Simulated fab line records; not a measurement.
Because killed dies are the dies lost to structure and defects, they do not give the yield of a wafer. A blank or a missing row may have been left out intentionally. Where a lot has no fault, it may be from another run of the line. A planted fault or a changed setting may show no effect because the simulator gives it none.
Chamber matching -- flow nand harc -- NHARC_P_M0_ETCH_34 on rie diel-05: 4 sister chambers
The step etches the open film in N2/H2, target depth 40 nm, overetch 12 nm, time 43.94 s. 8 wafers are shown with their chamber, then 12 later ones without.

== WAFERS PAIRED WITH THEIR CHAMBERS ==
wafer,chamber,drypump motor current A (A),showerhead plenum p Torr (Torr)
L080.3,2,5.1,1.92
L083.3,2,5.2,1.91
L090.2,3,5.4,2.00
L090.3,0,6.0,1.88
L090.4,1,6.2,1.88
L091.3,1,6.2,1.88
L091.5,0,6.0,1.88
L091.6,3,5.4,2.00

== WAFERS MISSING THEIR CHAMBER ==
wafer,drypump motor current A (A),showerhead plenum p Torr (Torr)
L093.1,5.1,1.91
L093.3,6.0,1.88
L093.6,6.0,1.88
L094.2,5.4,2.00
L094.4,6.2,1.87
L094.6,5.4,2.00
L095.2,6.2,1.87
L095.3,6.0,1.88
L095.5,5.4,2.00
L096.1,6.0,1.88
L096.2,6.2,1.87
L096.3,5.1,1.91

== CHAMBER TAKEN BY EACH ==
wafer,from the rows above,in truth
L093.1,2,2
L093.3,0,0
L093.6,0,0
L094.2,3,3
L094.4,1,1
L094.6,3,3
L095.2,1,1
L095.3,0,0
L095.5,3,3
L096.1,0,0
L096.2,1,1
L096.3,2,2
12 of 12 placed correctly. Can't be placed from these rows: 0. Placed wrongly: 0.
How it was worked out, from the rows above alone: a wafer's distance from a chamber is the root of the sum, over the readings, of the square of ((its reading less the chamber's mean) divided by the reading's scatter). If the next closest chamber is less than 2 further off than the closest, the wafer can't be placed; otherwise it belongs to the closest. A chamber's mean is the mean of its shown wafers. The scatter is the square root of a quotient: the sum, over the shown wafers, of each reading's squared deviation from its chamber's mean, divided by wafers minus chambers.
